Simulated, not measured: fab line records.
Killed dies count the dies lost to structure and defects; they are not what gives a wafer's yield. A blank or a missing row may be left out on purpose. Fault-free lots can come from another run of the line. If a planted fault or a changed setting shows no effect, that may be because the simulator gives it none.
Comparing a struck lot with a sound one ; flow n5 finfet ; 22 out of 1938 route steps
Sound: wafers L301.4, L301.5, L301.6. Wafers L291.3, L291.4, L291.6 were the ones struck. Last of all comes the cause.
Each step with rows lists, per side, the tool, then ch with its chambers, then its first start. Under that, the readings that differ: sound wafers ; struck wafers ; difference of the means ; sigmas: that difference in standard deviations of wafers without a fault.
alike: a reading whose means differ by less than 2 such deviations, as well as words and numbers matching on both sides. not compared: withheld readings; readings where some wafer has no value; bounds like >300 that might hide an equal value; numbers whose values overlap and for which the record gives no deviation.
The two part at a step that has a row with sigmas, a row that says differs or no value, or rows on one side only. Numbers that have no deviation but don't overlap get no sigmas and don't part them. A reading missing from all wafers of one side parts the sides only when that side holds two or more wafers.

first, 9 steps without rows for these wafers: N5_FIN_CUT_EXPOSE_05 (exposes mask FIN CUT); N5_FIN_CUT_PEB_06 (peb time 60 s); N5_FIN_CUT_DEVELOP_07 (develop time 30 s); N5_FIN_CUT_DESCUM_13 (chemistry O2, time 7 s); N5_FIN_CUT_ETCH_30 (etches underlayer in N2/H2, target depth 13 nm, time 10.4 s); N5_FIN_CUT_ETCH_20 (etches SiARC in CF4, target depth 26 nm, time 43.3 s); N5_FIN_CUT_ETCH_21 (etches SOC in N2/H2, target depth 219 nm, overetch 43.8 nm, time 523.5 s); N5_FIN_CUT_STRIP_23 (strips in N2/H2); N5_FIN_CUT_STRIP_31 (strips in N2/H2).
N5_FIN_CUT_STRIP_24: strips in CF4.
  sound on rie diel-06 ch 1,2, day 7 05:14; struck on rie diel-01 ch 0,1,2, day 4 16:50
  alike: cf4 flow sccm, drypump motor current A, oes product au, rf vpp V, showerhead plenum p Torr, throttle valve pct
  not compared: rf hours counter h
then, 9 steps without rows for these wafers: N5_FIN_CUT_CUT_ETCH_26 (etches SiNx in CH3F/O2, target depth 39 nm, time 55.7 s); N5_FIN_CUT_CUT_ETCH_27 (etches SiO2 in CHF3/O2, target depth 4 nm, overetch 2 nm, time 4.9 s); N5_FIN_CUT_PRECLEAN_35 (cleans in vHF, time 13.3 s); N5_FIN_CUT_CUT_ETCH_15 (etches Si in HBr/Cl2/O2, target depth 100 nm, bt time 10 s, time 42.4 s); N5_FIN_CUT_CUT_ETCH_28 (etches Si in HBr/Cl2/O2, target depth 6 nm, time 2.4 s); N5_FIN_CUT_STRIP_22 (strips in N2/H2); N5_FIN_CUT_PRECLEAN_36 (cleans in O3/DIW, time 60 s); N5_FIN_CUT_SRD_32 (time 30 s); N5_FIN_CUT_UV_OZONE_34 (time 120 s).
N5_FIN_CUT_INSPECT_17: inspects for defects (brightfield).
  sound on defect inspect-02, day 7 05:44; struck on defect inspect-01, day 4 17:20
reading;sound;struck;difference;sigmas
raw defect count;291 286 277;589 466 560;+254;+4
then, 1 step without rows for these wafers: N5_STI_FIN_REVEAL_ALD_00 (deposits SiO2, target thk 1 nm, pulse time 1 s).
-- record jumps: 10 days separate the struck wafers' starts on either side; left off in module STI_FIN_REVEAL, taken up again in module PASSIVATION, whose first shown step is the route's number 1936 --
N5_PASSIVATION_PROBE_49:
  the record has rows for the struck wafers here (prober-02, day 14 17:00) and none for the sound ones

## WHERE THEY PART
Last at N5_PASSIVATION_PROBE_49 as far as this record goes, first at N5_FIN_CUT_INSPECT_17.

WHY: the cause the simulator had injected
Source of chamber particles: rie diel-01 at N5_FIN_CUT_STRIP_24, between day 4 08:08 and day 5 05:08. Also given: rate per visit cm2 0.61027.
